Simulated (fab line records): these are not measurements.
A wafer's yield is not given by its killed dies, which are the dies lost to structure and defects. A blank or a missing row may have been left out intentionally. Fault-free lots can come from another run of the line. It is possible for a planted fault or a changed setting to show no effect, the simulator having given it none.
fab line records	flow nandHarc	part 1 of 2: steps 1 to 4 of 6
record: lots: 22	wafers: 66	lastDay: 34
route steps=1302 shown A_CHANNEL_HOLE_D2@586 A_CHANNEL_FILL_D2@619 A_STAIRCASE@650
lots that met no fault: from a run of the same line without faults
startH: the number of hours between the record's first day and the start of the first shown wafer of the lot	waitH: hours elapsed since this lot's preceding step	" unchanged from the row above	L1.1+2: a single row standing in for several wafers	- value missing, or start not given	* or withheld: withheld	< > ~ a bound
route shown NAME@n: a module of which the file shows steps, and the number in the route of the first	usual: mean/standard deviation of fault-free wafers	same: alike in all rows	chamber/n: place in a boat	sites: readings site by site	_std_site: how widely they spread, as a standard deviation	_edge_site: mean of outer sites minus mean of inner sites	radiusMm: how far each site lies from the wafer's centre	mask NAME#n: copy n	behind: the most recent tool/chamber to have shaped the wafer	hold: why the lot went on hold/how many hours it stayed there/how the hold came to an end	device: transistor that didn't switch, given as n, p or np	end of line: the tests these same wafers got at the end of their route	a step given without rows: its recipe and nothing more	killed: the dies lost at the first sort to structure and to defects; this is not the yield of the wafer	map: per-die view of a wafer (x killed, . not killed, _ where there is no die)
set.NAME: the setting that was run; set.NAME@STEP: the one run at that earlier step	model.NAME: the simulator's own value behind a step, which no gauge read
a sample of lots followed through the steps of the route, with each step as a table and each wafer as a row
services: when a tool's chamber went out of use (startH, in hours from the record's first day, below 0 if earlier), for how many hours, and the reason
== steps ==
step: NHARC_A_CHANNEL_HOLE_D2_ETCH_38
recipe: targetDepthA: 390	overEtchFrac: 0.3	timeS: 65	ionEnergyEv: 80	cf4FlowSccm: 150	arFlowSccm: 0	rfW: 300	biasW: 100	chemistry: CF4
usual: cf4FlowSccm: 150.0/0.46	drypumpMotorCurrentA: 5.6/0.4	oesProductAu: 1.002/0.012	rfVppV: 151.5/1.3	showerheadPlenumPTorr: 1.79/0.079	throttleValvePct: 13.284/0.0088
lot.wafer	tool	chamber	startH	waitH	cf4FlowSccm	drypumpMotorCurrentA	oesProductAu	rfHoursCounterH	rfVppV	showerheadPlenumPTorr	throttleValvePct
L075.2	rieDiel-06	0	306.26	0.1	149.3	5.5	1.005	9.9	153.0	1.81	13.291
L075.5	"	0	"	"	150.3	5.5	1.011	-	150.5	1.81	13.285
L075.6	"	1	"	"	150.3	5.1	1.016	-	151.6	1.78	13.288
L074.1	rieDiel-08	3	308.26	0.1	150.5	5.5	1.005	5.0	151.6	1.89	13.301
L074.4	"	0	"	"	149.6	5.7	1.018	5.0	150.8	1.70	13.290
L074.6	"	3	"	"	150.4	5.5	1.006	-	153.1	1.89	13.301
L077.4	rieDiel-12	2	316.22	0.1	150.5	5.9	1.009	1.3	151.1	1.66	13.268
L077.5	"	1	"	"	149.8	5.8	1.016	-	151.5	1.81	13.282
L077.6	"	2	"	"	150.3	5.9	1.009	-	150.0	1.66	13.274
L079.4	rieDiel-12	0	337.89	0.1	149.4	5.9	0.992	4.2	153.1	1.87	13.288
L079.2	"	2	"	"	150.5	5.9	0.999	3.1	148.9	1.66	13.277
L079.5	"	0	"	"	149.6	5.9	0.996	-	151.5	1.87	13.285
L078.3	rieDiel-08	3	338.06	0.1	150.1	5.5	1.000	6.2	152.5	1.89	13.274
L078.5	"	0	"	"	150.5	5.7	1.019	-	151.4	1.70	13.279
L078.6	"	1	"	"	150.2	5.1	1.002	-	149.3	1.71	13.274
L081.2	rieDiel-06	3	355.46	0.1	149.3	5.7	1.011	1.8	151.9	1.86	13.289
L081.6	"	1	"	"	150.4	5.1	0.997	-	151.6	1.78	13.278
L081.5	"	2	"	"	149.4	5.5	1.002	-	149.0	1.66	13.295
L082.1	rieDiel-08	2	380.76	0.1	150.9	5.0	0.994	0.0	150.7	1.78	13.287
L082.2	"	3	"	"	150.2	5.5	1.004	0.0	151.7	1.89	13.288
L082.4	"	0	"	"	151.1	5.7	1.042	0.0	150.1	1.70	13.286
L083.3	rieDiel-08	3	396.59	0.1	150.3	5.5	0.982	1.0	154.1	1.89	13.287
L083.2	"	0	"	"	149.5	5.7	1.022	0.9	149.7	1.70	13.280
L083.1	"	2	"	"	149.8	5.1	0.999	0.8	152.0	1.78	13.272
L084.2	rieDiel-06	2	397.07	0.1	150.4	5.5	0.995	3.1	149.4	1.66	13.274
L084.3	"	3	"	"	149.9	5.7	1.005	3.8	153.3	1.86	13.283
L084.6	"	2	"	"	150.1	5.5	1.003	-	149.8	1.66	13.286
L085.1	rieDiel-06	3	404.06	0.1	149.9	5.7	1.014	4.2	153.1	1.86	13.281
L085.3	"	0	"	"	150.3	5.5	1.007	3.5	152.0	1.80	13.299
L085.4	"	1	"	"	150.2	5.1	0.996	3.2	150.4	1.78	13.294
L086.2	rieDiel-12	2	404.69	0.1	150.1	5.9	1.019	6.8	149.4	1.66	13.289
L086.1	"	3	"	"	149.9	6.5	1.008	8.0	151.3	1.86	13.286
L086.5	"	2	"	"	149.8	5.9	1.014	-	149.6	1.66	13.287
L087.1	rieDiel-08	3	420.29	0.1	150.6	5.5	0.999	2.2	153.4	1.89	13.279
L087.6	"	3	"	"	151.1	5.5	0.985	-	152.5	1.89	13.280
L087.5	"	0	"	"	149.6	5.7	1.018	-	150.4	1.70	13.270
L089.4	rieDiel-12	3	444.36	0.1	150.2	6.5	0.993	10.5	152.2	1.86	13.288
L089.2	"	0	"	"	150.5	5.9	1.005	9.6	152.4	1.87	13.286
L089.6	"	3	"	"	149.5	6.5	1.003	-	152.5	1.86	13.274
L088.1	rieDiel-08	0	444.54	0.1	149.8	5.7	1.020	3.1	150.5	1.70	13.262
L088.6	"	1	"	"	149.2	5.1	0.988	-	150.6	1.71	13.289
L088.5	"	2	"	"	150.0	5.0	0.992	-	150.2	1.78	13.282
L090.1	rieDiel-06	0	463.85	0.1	150.0	5.4	1.001	7.9	152.1	1.80	13.271
L090.4	"	1	"	"	150.4	5.1	0.990	6.8	151.2	1.78	13.265
L090.5	"	0	"	"	150.4	5.5	0.996	-	151.4	1.80	13.287
L091.2	rieDiel-08	2	475.12	0.1	150.4	5.1	1.003	4.1	151.4	1.78	13.284
L091.3	"	3	"	"	149.5	5.5	0.993	4.3	152.9	1.89	13.282
L091.1	"	0	"	"	150.0	5.7	1.022	4.2	152.0	1.70	13.272
L092.3	rieDiel-06	0	475.67	0.1	149.5	5.5	1.000	8.9	151.5	1.80	13.285
L092.4	"	1	"	"	149.6	5.1	0.989	7.8	151.2	1.78	13.273
L092.1	"	3	"	"	149.8	5.7	1.018	10.3	152.8	1.85	13.292
L093.1	rieDiel-08	2	487.59	0.1	149.9	5.0	0.990	4.9	151.2	1.78	13.292
L093.2	"	3	"	"	150.2	5.5	0.989	5.3	151.2	1.89	13.293
L093.4	"	1	"	"	150.6	5.1	0.980	4.8	150.8	1.71	13.289
L094.2	rieDiel-12	3	496.47	0.1	150.2	6.5	0.990	2.5	152.5	1.86	13.275
L094.1	"	0	"	"	150.7	5.9	1.016	2.6	154.1	1.87	13.276
L094.5	"	0	"	"	150.1	5.9	1.012	-	154.4	1.87	13.285
L095.4	rieDiel-06	1	514.46	0.1	150.7	5.1	1.005	2.2	150.5	1.77	13.287
L095.3	"	3	"	"	150.3	5.7	1.011	1.3	152.3	1.85	13.276
L095.6	"	2	"	"	149.8	5.5	0.995	-	148.5	1.66	13.281
L097.2	rieDiel-08	0	514.85	0.1	149.8	5.7	1.040	6.1	150.9	1.69	13.286
L097.5	"	1	"	"	149.6	5.1	0.977	-	150.6	1.71	13.293
L097.6	"	2	"	"	150.0	5.0	1.007	-	153.1	1.78	13.292
L096.2	rieDiel-12	1	519.28	0.1	149.6	5.8	0.990	3.4	151.8	1.81	13.270
L096.1	"	3	"	"	150.1	6.5	0.979	4.4	153.5	1.86	13.295
L096.6	"	0	"	"	150.5	5.9	0.991	-	152.0	1.87	13.281
step: NHARC_A_CHANNEL_FILL_D2_ETCHBACK_19
recipe: targetDepthA: 50	timeS: 1.7	hbrFlowSccm: 150	cl2FlowSccm: 50	rfW: 400	icpW: 400	biasW: 100	chemistry: HBr/Cl2
usual: drypumpMotorCurrentA: 5.7/0.47	oesProductAu: 0.999/0.011	throttleValvePct: 26.407/0.0096
lot.wafer	tool	chamber	startH	waitH	drypumpMotorCurrentA	oesProductAu	rfHoursCounterH	throttleValvePct
L074.1	rieSi-05	3	338.96	0.4	5.8	1.012	0.12	26.407
L074.4	"	0	"	"	5.1	0.989	0.16	26.407
L074.6	"	3	"	"	5.8	1.016	-	26.404
L075.2	rieSi-04	2	338.98	0.4	5.5	1.008	0.86	26.418
L075.5	"	3	"	"	5.6	0.992	-	26.411
L075.6	"	0	"	"	5.8	1.004	-	26.405
L077.4	rieSi-05	1	347.74	0.4	6.2	1.008	0.18	26.409
L077.6	"	2	"	"	5.2	1.006	-	26.430
L077.5	"	3	"	"	5.8	1.016	-	26.416
L079.4	rieSi-02	1	374.81	0.4	5.3	1.004	0.51	26.402
L079.2	"	0	"	"	6.7	1.011	0.60	26.401
L079.5	"	2	"	"	5.3	0.999	-	26.411
L078.3	rieSi-05	2	374.81	0.4	5.1	1.000	0.32	26.421
L078.5	"	2	"	"	5.1	0.992	-	26.393
L078.6	"	3	"	"	5.8	1.017	-	26.409
L081.2	rieSi-04	1	387.13	0.4	6.2	0.970	0.20	26.419
L081.6	"	3	"	"	5.6	0.969	-	26.401
L081.5	"	0	"	"	5.9	0.994	-	26.413
L082.2	rieSi-05	1	415.79	0.4	6.2	1.006	0.54	26.395
L082.1	"	2	"	"	5.1	0.983	0.54	26.417
L082.4	"	0	"	"	5.0	0.997	0.64	26.392
L083.3	rieSi-02	0	428.66	0.4	6.7	1.015	0.81	26.383
L083.1	"	1	"	"	5.3	0.991	0.80	26.387
L083.2	"	3	"	"	5.7	0.997	0.85	26.393
L084.3	rieSi-02	2	432.55	0.4	5.3	1.005	0.85	26.400
L084.2	"	0	"	"	6.7	1.007	0.84	26.399
L084.6	"	2	"	"	5.3	1.012	-	26.409
L085.1	rieSi-05	1	432.55	0.4	6.2	1.008	0.70	26.406
L085.4	"	2	"	"	5.1	0.993	0.71	26.419
L085.3	"	3	"	"	5.8	1.002	0.79	26.408
L086.1	rieSi-04	3	439.76	0.4	5.6	0.982	0.46	26.389
L086.2	"	1	"	"	6.2	0.985	0.54	26.410
L086.5	"	3	"	"	5.6	0.975	-	26.404
L087.1	rieSi-04	1	456.95	0.4	6.2	0.984	0.62	26.411
L087.6	"	1	"	"	6.2	0.989	-	26.399
L087.5	"	2	"	"	5.5	0.988	-	26.412
L089.4	rieSi-02	2	477.02	0.4	5.3	1.010	0.04	26.409
L089.2	"	1	"	"	5.3	0.987	0.08	26.412
L089.6	"	3	"	"	5.7	1.007	-	26.388
L088.1	rieSi-05	1	477.03	0.4	6.1	1.004	1.00	26.398
L088.6	"	0	"	"	5.0	0.982	-	26.394
L088.5	"	1	"	"	6.1	1.000	-	26.426
L090.1	rieSi-02	3	494.97	0.4	5.7	0.995	0.17	26.412
L090.4	"	0	"	"	6.7	1.006	0.24	26.425
L090.5	"	3	"	"	5.7	1.006	-	26.390
L091.1	rieSi-04	3	508.55	0.4	5.6	0.999	0.87	26.409
L091.3	"	1	"	"	6.2	1.003	0.89	26.397
L091.2	"	2	"	"	5.5	1.008	0.80	26.412
L092.1	rieSi-04	0	516.14	0.4	5.9	0.996	0.95	26.408
L092.3	"	1	"	"	6.2	0.982	0.92	26.407
L092.4	"	2	"	"	5.5	1.001	0.83	26.414
L093.1	rieSi-05	3	521.05	0.4	5.8	0.996	0.17	26.415
L093.4	"	1	"	"	6.1	1.013	0.27	26.404
L093.2	"	2	"	"	5.2	1.018	0.25	26.394
L094.1	rieSi-05	1	528.02	0.4	6.2	1.011	0.32	26.416
L094.2	"	2	"	"	5.1	1.011	0.31	26.396
L094.5	"	2	"	"	5.1	0.997	-	26.403
L095.4	rieSi-02	2	549.58	0.4	5.3	0.990	0.45	26.393
L095.3	"	3	"	"	5.7	1.013	0.42	26.403
L095.6	"	1	"	"	5.3	0.991	-	26.395
L097.2	rieSi-04	1	549.59	0.4	6.2	0.988	0.12	26.416
L097.6	"	2	"	"	5.5	1.001	-	26.397
L097.5	"	3	"	"	5.6	1.001	-	26.416
L096.1	rieSi-02	3	553.44	0.4	5.7	1.013	0.43	26.394
L096.2	"	0	"	"	6.8	1.005	0.57	26.385
L096.6	"	2	"	"	5.3	0.992	-	26.418
step: NHARC_A_CHANNEL_FILL_D2_CMP_10
recipe: targetThkNm: 150
usual: motorCurrentA: 12.5/1	timeToEndpointS: 15.5/2.3
lot.wafer	tool	chamber	startH	waitH	motorCurrentA	timeToEndpointS
L074.4	cmp-04	1	364.35	0.4	13.2	13.9
L074.1	"	3	"	"	13.4	10.6
L074.6	"	2	"	"	13.1	14.8
L075.2	cmp-02	0	364.40	0.4	10.1	14.9
L075.5	"	2	"	"	11.4	19.9
L075.6	"	3	"	"	11.6	12.0
L077.4	cmp-01	1	370.66	0.4	13.9	16.1
L077.6	"	2	"	"	12.6	17.5
L077.5	"	3	"	"	11.1	16.8
L079.4	cmp-02	2	398.16	0.4	11.0	18.4
L079.2	"	3	"	"	11.7	14.7
L079.5	"	2	"	"	10.8	16.1
L078.3	cmp-04	3	398.16	0.4	13.6	11.1
L078.6	"	1	"	"	12.8	11.0
L078.5	"	2	"	"	13.5	12.6
L081.2	cmp-02	0	411.80	0.4	11.0	17.7
L081.5	"	2	"	"	11.4	21.3
L081.6	"	3	"	"	12.1	15.9
L082.2	cmp-01	1	440.11	0.4	14.3	12.8
L082.4	"	2	"	"	13.4	13.4
L082.1	"	0	"	"	13.3	17.0
L083.1	cmp-01	3	452.15	0.4	11.1	14.6
L083.2	"	0	"	"	13.0	13.9
L083.3	"	2	"	"	12.9	15.0
L085.4	cmp-04	2	456.42	0.4	12.7	17.1
L085.3	"	0	"	"	11.0	16.0
L085.1	"	1	"	"	12.1	15.2
L084.3	cmp-01	3	456.42	0.4	11.3	16.5
L084.2	"	2	"	"	12.4	18.6
L084.6	"	0	"	"	13.4	16.9
L086.1	cmp-04	2	467.82	0.4	13.4	16.3
L086.2	"	0	"	"	11.2	20.0
L086.5	"	1	"	"	12.9	17.5
L087.1	cmp-04	1	480.37	0.4	13.2	12.3
L087.6	"	0	"	"	12.2	15.3
L087.5	"	1	"	"	12.8	15.1
L089.4	cmp-02	3	500.63	0.4	11.3	12.3
L089.2	"	0	"	"	10.6	10.9
L089.6	"	2	"	"	10.7	15.0
L088.1	cmp-04	1	500.66	0.4	13.9	15.7
L088.5	"	2	"	"	13.3	15.2
L088.6	"	3	"	"	12.9	15.7
L090.4	cmp-02	2	519.39	0.4	11.6	14.8
L090.1	"	3	"	"	11.8	13.3
L090.5	"	2	"	"	10.9	15.9
L091.1	cmp-01	3	531.60	0.4	11.4	19.1
L091.3	"	1	"	"	13.6	15.4
L091.2	"	2	"	"	12.6	18.6
L092.4	cmp-01	2	541.23	0.4	13.2	17.3
L092.3	"	3	"	"	12.2	16.7
L092.1	"	1	"	"	13.5	16.9
L093.1	cmp-01	1	544.68	0.4	13.5	16.0
L093.2	"	2	"	"	11.5	17.1
L093.4	"	3	"	"	11.6	16.4
L094.1	cmp-01	0	552.66	0.4	12.5	15.3
L094.2	"	1	"	"	13.7	14.2
L094.5	"	1	"	"	13.4	17.6
L095.3	cmp-01	2	572.87	0.4	13.2	15.8
L095.4	"	3	"	"	11.5	15.8
L095.6	"	0	"	"	12.9	17.7
L096.2	cmp-01	2	576.58	0.4	13.2	16.5
L096.1	"	3	"	"	11.3	14.3
L096.6	"	1	"	"	14.4	16.6
L097.2	cmp-04	1	576.63	0.4	13.2	16.1
L097.5	"	2	"	"	13.1	17.0
L097.6	"	3	"	"	13.7	13.8
step: NHARC_A_STAIRCASE_DESCUM_168
recipe: timeS: 3	o2FlowSccm: 200	arFlowSccm: 0	biasPowerW: 0	chemistry: O2
usual: drypumpMotorCurrentA: 5.7/0.44	oesProductAu: 0.997/0.012	rfVppV: 57.6/0.98	showerheadPlenumPTorr: 1.88/0.089	throttleValvePct: 11.312/0.0091
lot.wafer	tool	chamber	startH	waitH	drypumpMotorCurrentA	oesProductAu	rfHoursCounterH	rfVppV	showerheadPlenumPTorr	throttleValvePct
L075.2	rieDiel-02	0	366.04	-	5.3	0.990	48	57.8	1.97	11.316
L075.6	"	2	"	"	6.0	0.988	-	56.0	1.89	11.315
L075.5	"	3	"	"	5.2	0.980	-	58.1	2.05	11.318
L074.4	rieDiel-07	1	366.17	-	5.8	0.988	21	59.4	1.92	11.317
L074.1	"	2	"	"	6.0	1.007	21	58.5	1.80	11.317
L074.6	"	2	"	"	5.9	1.015	-	57.5	1.80	11.313
L077.4	rieDiel-10	3	372.27	-	5.0	0.993	45	57.0	1.85	11.321
L077.6	"	1	"	"	5.9	1.002	-	59.0	1.79	11.311
L077.5	"	2	"	"	4.8	1.009	-	56.6	1.84	11.297
L078.3	rieDiel-07	3	401.33	-	6.2	1.000	28	57.3	1.94	11.313
L078.6	"	2	"	"	5.9	1.006	-	58.1	1.80	11.299
L078.5	"	3	"	"	6.2	0.987	-	57.3	1.94	11.313
L079.4	rieDiel-07	0	401.38	-	5.8	0.992	26	57.3	1.82	11.304
L079.2	"	2	"	"	6.0	1.002	34	55.4	1.80	11.309
L079.5	"	0	"	"	5.8	0.986	-	57.7	1.82	11.312
L081.2	rieDiel-07	3	413.57	-	6.2	0.998	33	57.7	1.94	11.319
L081.5	"	3	"	"	6.3	0.995	-	58.3	1.94	11.314
L081.6	"	0	"	"	5.8	0.985	-	57.4	1.82	11.308
L082.2	rieDiel-02	2	441.86	-	6.0	0.997	12	56.5	1.89	11.301
L082.1	"	3	"	"	5.2	0.988	10	56.9	2.04	11.307
L082.4	"	2	"	"	6.0	0.990	-	56.9	1.89	11.323
L083.3	rieDiel-07	3	453.77	-	6.3	0.999	43	57.1	1.93	11.303
L083.1	"	0	"	"	5.8	0.995	41	57.0	1.81	11.306
L083.2	"	2	"	"	5.9	0.996	48	58.0	1.79	11.308
L084.3	rieDiel-10	1	458.09	-	5.9	1.004	9	57.3	1.78	11.332
L084.2	"	2	"	"	4.8	1.016	7	59.1	1.84	11.304
L084.6	"	1	"	"	5.9	0.998	-	57.3	1.78	11.307
L085.3	rieDiel-02	3	458.26	-	5.2	0.985	17	58.9	2.04	11.300
L085.1	"	1	"	"	5.2	0.996	19	56.7	2.03	11.325
L085.4	"	2	"	"	6.0	0.974	19	58.2	1.89	11.306
L086.2	rieDiel-02	3	469.53	-	5.2	0.990	22	58.7	2.04	11.307
L086.1	"	2	"	"	6.0	0.983	24	57.2	1.88	11.318
L086.5	"	2	"	"	5.9	0.978	-	57.8	1.88	11.308
L087.1	rieDiel-07	1	482.04	-	5.8	0.990	0	58.4	1.91	11.303
L087.6	"	1	"	"	5.8	0.991	-	57.9	1.91	11.297
L087.5	"	2	"	"	6.0	0.996	-	55.4	1.79	11.317
L089.2	rieDiel-07	1	502.14	-	5.8	1.003	6	57.3	1.91	11.323
L089.4	"	2	"	"	5.9	1.004	6	55.4	1.79	11.312
L089.6	"	0	"	"	5.8	0.993	-	57.9	1.81	11.308
L088.1	rieDiel-07	1	502.37	-	5.8	0.994	6	58.7	1.91	11.309
L088.6	"	0	"	"	5.8	0.986	-	57.6	1.81	11.329
L088.5	"	1	"	"	5.8	0.988	-	58.3	1.91	11.313
L090.1	rieDiel-07	1	521.03	-	5.8	0.995	9	57.8	1.91	11.298
L090.4	"	3	"	"	6.2	0.983	9	57.4	1.93	11.313
L090.5	"	0	"	"	5.8	0.980	-	58.7	1.81	11.313
L091.3	rieDiel-10	1	533.37	-	5.9	1.006	34	55.6	1.78	11.307
L091.2	"	3	"	"	5.0	0.980	30	56.1	1.83	11.297
L091.1	"	0	"	"	6.0	1.009	35	58.6	2.04	11.314
L092.1	rieDiel-10	2	542.90	-	4.8	1.012	37	56.9	1.83	11.314
L092.4	"	3	"	"	5.0	0.996	38	58.0	1.83	11.309
L092.3	"	0	"	"	6.0	1.019	41	56.8	2.04	11.283
L093.2	rieDiel-07	2	546.19	-	5.9	1.003	21	56.6	1.78	11.306
L093.1	"	3	"	"	6.2	0.987	10	58.8	1.93	11.321
L093.4	"	0	"	"	5.8	0.986	18	58.1	1.80	11.321
L094.1	rieDiel-10	1	554.38	-	5.9	1.010	44	56.9	1.77	11.325
L094.2	"	2	"	"	4.8	1.014	41	57.6	1.83	11.319
L094.5	"	0	"	"	5.9	1.022	-	58.8	2.04	11.299
L095.4	rieDiel-07	3	574.52	-	6.2	0.989	17	58.7	1.92	11.318
L095.3	"	0	"	"	5.8	0.978	26	55.5	1.80	11.307
L095.6	"	2	"	"	5.9	0.999	-	58.1	1.78	11.309
L096.1	rieDiel-07	3	578.94	-	6.2	0.994	22	57.5	1.92	11.305
L096.2	"	1	"	"	5.8	0.998	32	56.6	1.90	11.306
L096.6	"	3	"	"	6.2	0.987	-	57.8	1.92	11.315
L097.2	rieDiel-10	3	579.00	-	5.0	1.000	52	56.7	1.82	11.311
L097.6	"	1	"	"	5.9	1.006	-	58.8	1.77	11.315
L097.5	"	2	"	"	4.8	1.010	-	57.8	1.82	11.316
